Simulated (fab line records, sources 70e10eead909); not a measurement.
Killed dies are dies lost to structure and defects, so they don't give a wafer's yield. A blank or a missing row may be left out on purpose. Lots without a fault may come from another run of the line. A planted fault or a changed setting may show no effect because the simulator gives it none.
Chamber matching | flow nand_harc | NHARC_A_SGD_CUT_CMP_21 on cmp-01: 4 sister chambers
The step polishes, target thk 148.19 nm. 18 wafers are shown with their chamber, then 9 later ones without.

WAFERS WITH THEIR CHAMBER
wafer  | chamber | motor_current_A (A) | time_to_endpoint_s (s)
L075.1 | 3       | 11.8                | 54
L075.3 | 1       | 12.4                | 54
L075.6 | 2       | 11.6                | 53
L077.2 | 0       | 9.9                 | 49
L077.4 | 1       | 12.7                | 52
L077.5 | 3       | 11.5                | 52
L080.1 | 0       | 10.6                | 53
L080.2 | 2       | 11.6                | 55
L080.4 | 1       | 12.1                | 55
L080.3 | 3       | 11.3                | 53
L080.5 | 3       | 11.6                | 54
L080.6 | 2       | 11.2                | 54
L084.2 | 3       | 12.0                | 50
L084.3 | 0       | 10.8                | 52
L084.5 | 2       | 12.6                | 51
L089.2 | 1       | 12.4                | 52
L089.5 | 2       | 11.7                | 52
L089.6 | 3       | 11.7                | 50

SIGNATURES (means of the wafers above)
reading            | chamber 0 | chamber 1 | chamber 2 | chamber 3 | scatter within a chamber
motor_current_A    | 10.433    | 12.400    | 11.740    | 11.650    | 0.377
time_to_endpoint_s | 51.33     | 53.25     | 53.00     | 52.17     | 1.74
Rule: a wafer's distance from a chamber is the root of the sum, over the readings, of the square of ((its reading less the chamber's mean) divided by the reading's scatter). The wafer belongs to the nearest chamber; if the next one is less than 2 further off, it can't be placed. The scatter: the root of (the sum of the squares of (reading less its chamber's mean) over the shown wafers, divided by (wafers less chambers)).

WAFERS WITHOUT THEIR CHAMBER
wafer  | motor_current_A (A) | time_to_endpoint_s (s)
L091.2 | 11.9                | 56
L091.4 | 12.2                | 51
L091.6 | 12.2                | 54
L090.2 | 10.6                | 53
L090.4 | 11.9                | 53
L090.5 | 11.8                | 55
L093.1 | 11.6                | 51
L093.2 | 12.1                | 52
L093.6 | 11.8                | 51

WHICH CHAMBER EACH WENT THROUGH
wafer  | from the rows above          | in truth
L091.2 | can't be placed: 2 or 1 or 3 | 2
L091.4 | can't be placed: 1 or 3 or 2 | 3
L091.6 | can't be placed: 1 or 2 or 3 | 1
L090.2 | can't be placed: 0 or 3 or 2 | 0
L090.4 | can't be placed: 2 or 3 or 1 | 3
L090.5 | can't be placed: 2 or 3 or 1 | 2
L093.1 | can't be placed: 3 or 2 or 1 | 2
L093.2 | can't be placed: 1 or 2 or 3 | 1
L093.6 | can't be placed: 3 or 2 or 1 | 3
Placed correctly: 0 of 9. Can't be placed from these rows: 9 (the true chamber is among the candidates in 9). Placed wrongly: 0.
